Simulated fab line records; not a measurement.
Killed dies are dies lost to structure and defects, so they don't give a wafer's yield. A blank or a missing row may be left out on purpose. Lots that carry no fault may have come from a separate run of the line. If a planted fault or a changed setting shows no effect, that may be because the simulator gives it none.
One fault through the eyes of 2 desks    flow n5-finfet    each desk has only its own numbers; what lay behind them comes last

## TOOL OWNER'S DESK, cvd-co-02
The tool's own readings at N5_BEOL_M3_CO_CAP_55 (material Co, precursor CCTBA/H2, target thk 2 nm, time 102.1 s): means of the sampled wafers that have a number, for each lot that ran on this tool. A lot is out of limits, marked OUT, if its mean lies more than 4 standard deviations from the usual mean; the brackets give that distance.
Columns: A = chamber-pressure-Torr at N5_BEOL_M3_CO_CAP_55, usual 30.00 Torr; B = heater-power-w at N5_BEOL_M3_CO_CAP_55, usual 235 W; C = run-length-s at N5_BEOL_M3_CO_CAP_55, usual 125.0 s
lot   first seen here  A      B    C
L150  day 8 19:46      29.95  225  125.5
L160  day 12 01:32     29.95  229  139.5 (+28) OUT
L162  day 12 11:20     29.97  233  139.4 (+28) OUT
Finding of this desk: L160, L162 out of limits; the first was L160 at day 12 01:32, on run-length-s at N5_BEOL_M3_CO_CAP_55. In limits: L150.

## FROM THE METROLOGY DESK
What the gauges read, lot by lot, whatever tool the lot ran on: means of the sampled wafers that have a number. A lot is out of limits, marked OUT, if its mean lies more than 4 standard deviations from the usual mean; the brackets give that distance. Only the readings that lie furthest out on some lot appear, 7 of the 11 it has.
Columns: A = M3_THK at N5_BEOL_M3_THK_MEAS_53, usual 38.9 nm; B = DIBL_P at N5_BEOL_M4_RC_MEAS_101, usual 34.9 mV/V; C = IOFF_P at N5_BEOL_M4_RC_MEAS_101, usual 0.21 nA/um; D = ION_N at N5_BEOL_M4_RC_MEAS_101, usual 671 uA/um; E = ION_P at N5_BEOL_M4_RC_MEAS_101, usual 463 uA/um; F = VT_N at N5_BEOL_M4_RC_MEAS_101, usual 251 mV; G = VT_P at N5_BEOL_M4_RC_MEAS_101, usual -250 mV
lot   first seen here  A     B     C     D    E    F    G
L150  day 8 19:42      38.0  32.3  0.16  663  457  253  -256
L151  day 8 19:58      38.5  32.9  0.14  651  443  256  -257
L160  day 12 01:26     39.7  34.2  0.19  670  464  253  -252
L162  day 12 11:15     39.0  35.8  0.26  664  466  252  -245
L166  day 13 03:20     41.3  35.0  0.20  659  463  253  -248
L167  day 13 14:08     40.3  35.4  0.21  667  464  251  -249
This desk's verdict: no lot among the 6 shows anything out of limits.

## ALL TOGETHER
An alarm could have come from the tool owner's desk at day 12 01:32, on L160, L162.
From the metrology desk's view, nothing was out of limits.
The metrology desk has L160, L162 on record, within its limits.
N5_BEOL_M3_CO_CAP_55 was run on cvd-co-02 by each of the lots named.

## WHAT WAS PUT IN BY THE SIMULATOR
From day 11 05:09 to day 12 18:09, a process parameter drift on cvd-co-02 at N5_BEOL_M3_CO_CAP_55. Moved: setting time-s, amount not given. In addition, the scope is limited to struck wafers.
Struck lots among those shown: L160, L162.
Time in hours from fault onset to the first out-of-limits reading at each desk: the tool owner's desk, 20.
